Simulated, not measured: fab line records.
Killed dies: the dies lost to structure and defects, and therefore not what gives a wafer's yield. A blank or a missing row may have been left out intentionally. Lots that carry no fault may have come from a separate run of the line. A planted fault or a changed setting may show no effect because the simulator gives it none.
Chamber matching || flow n5-finfet || N5_BEOL_M2_ALD_98 on ald-sin-04 has 4 sister chambers
The step deposits SiO2, target thk 2.5 nm, pulse time 1 s, co reactant pulse time 1 s. 4 wafers are shown with their chamber, then 7 later ones without.

== WAFERS WITH THEIR CHAMBER ==
{"wafer": "L080.1", "chamber": 3, "heater-power-w (W)": 74}
{"wafer": "L085.2", "chamber": 0, "heater-power-w (W)": 85}
{"wafer": "L087.3", "chamber": 1, "heater-power-w (W)": 84}
{"wafer": "L087.5", "chamber": 2, "heater-power-w (W)": 72}

== WAFERS WITH NO CHAMBER GIVEN ==
{"wafer": "L087.6", "heater-power-w (W)": 72}
{"wafer": "L086.1", "heater-power-w (W)": 85}
{"wafer": "L086.3", "heater-power-w (W)": 83}
{"wafer": "L086.4", "heater-power-w (W)": 74}
{"wafer": "L091.1", "heater-power-w (W)": 83}
{"wafer": "L091.4", "heater-power-w (W)": 82}
{"wafer": "L091.5", "heater-power-w (W)": 86}

== EACH ONE'S CHAMBER ==
{"wafer": "L087.6", "from the rows above": 2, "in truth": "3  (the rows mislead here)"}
{"wafer": "L086.1", "from the rows above": "can't be placed: 0 or 1", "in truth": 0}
{"wafer": "L086.3", "from the rows above": "can't be placed: 1 or 0", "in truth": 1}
{"wafer": "L086.4", "from the rows above": 3, "in truth": 3}
{"wafer": "L091.1", "from the rows above": "can't be placed: 1 or 0", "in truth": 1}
{"wafer": "L091.4", "from the rows above": "can't be placed: 1 or 0", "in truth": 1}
{"wafer": "L091.5", "from the rows above": "can't be placed: 0 or 1", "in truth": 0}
Correct placement for 1 of the 7. Cannot be placed on the basis of these rows: 5; the candidates contain the true chamber in 5. 1 placed wrongly.
How it was worked out, from the rows above alone: a wafer's distance from a chamber is the root of the sum, over the readings, of the square of ((its reading less the chamber's mean) divided by the reading's scatter). If the next closest chamber is less than 2 further off than the closest, the wafer can't be placed; otherwise it belongs to the closest. The mean given for a chamber averages the wafers shown for that chamber. The scatter: with one shown wafer a chamber, the root of the mean of the squares of how far each hidden wafer lies from its nearest shown one.
